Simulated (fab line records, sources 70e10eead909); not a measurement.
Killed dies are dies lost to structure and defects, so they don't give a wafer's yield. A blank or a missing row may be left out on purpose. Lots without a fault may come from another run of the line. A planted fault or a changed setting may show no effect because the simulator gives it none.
Chamber matching | flow nand_harc | NHARC_A_STAIRCASE_DEP_471 on pecvd-02: 3 sister chambers
The step deposits SiO2, target thk 100 nm. 6 wafers are shown with their chamber, then 10 later ones without.

WAFERS WITH THEIR CHAMBER
wafer  | chamber | heater_power_w (W) | throttle_valve_pct (%)
L084.4 | 1       | 470                | 14.4
L084.5 | 0       | 473                | 15.0
L088.1 | 1       | 391                | 14.6
L088.5 | 0       | 439                | 15.0
L086.3 | 2       | 635                | 15.0
L086.4 | 2       | 643                | 15.3

WAFERS WITHOUT THEIR CHAMBER
wafer  | heater_power_w (W) | throttle_valve_pct (%)
L086.5 | 361                | 14.9
L090.1 | 427                | 14.5
L090.3 | 577                | 15.2
L090.5 | 441                | 14.3
L093.1 | 440                | 14.2
L093.5 | 505                | 14.7
L093.6 | 443                | 14.4
L095.2 | 549                | 15.4
L095.3 | 434                | 15.0
L095.6 | 563                | 15.2

WHICH CHAMBER EACH WENT THROUGH
wafer  | from the rows above     | in truth
L086.5 | can't be placed: 0 or 1 | 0
L090.1 | 1                       | 1
L090.3 | can't be placed: 2 or 0 | 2
L090.5 | 1                       | 1
L093.1 | 1                       | 1
L093.5 | can't be placed: 0 or 1 | 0
L093.6 | 1                       | 1
L095.2 | can't be placed: 2 or 0 | 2
L095.3 | 0                       | 0
L095.6 | can't be placed: 2 or 0 | 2
Placed correctly: 5 of 10. Can't be placed from these rows: 5 (the true chamber is among the candidates in 5). Placed wrongly: 0.
How it was worked out, from the rows above alone: a wafer's distance from a chamber is the root of the sum, over the readings, of the square of ((its reading less the chamber's mean) divided by the reading's scatter). The wafer belongs to the nearest chamber; if the next one is less than 2 further off, it can't be placed. A chamber's mean is the mean of its shown wafers. The scatter: the root of (the sum of the squares of (reading less its chamber's mean) over the shown wafers, divided by (wafers less chambers)).
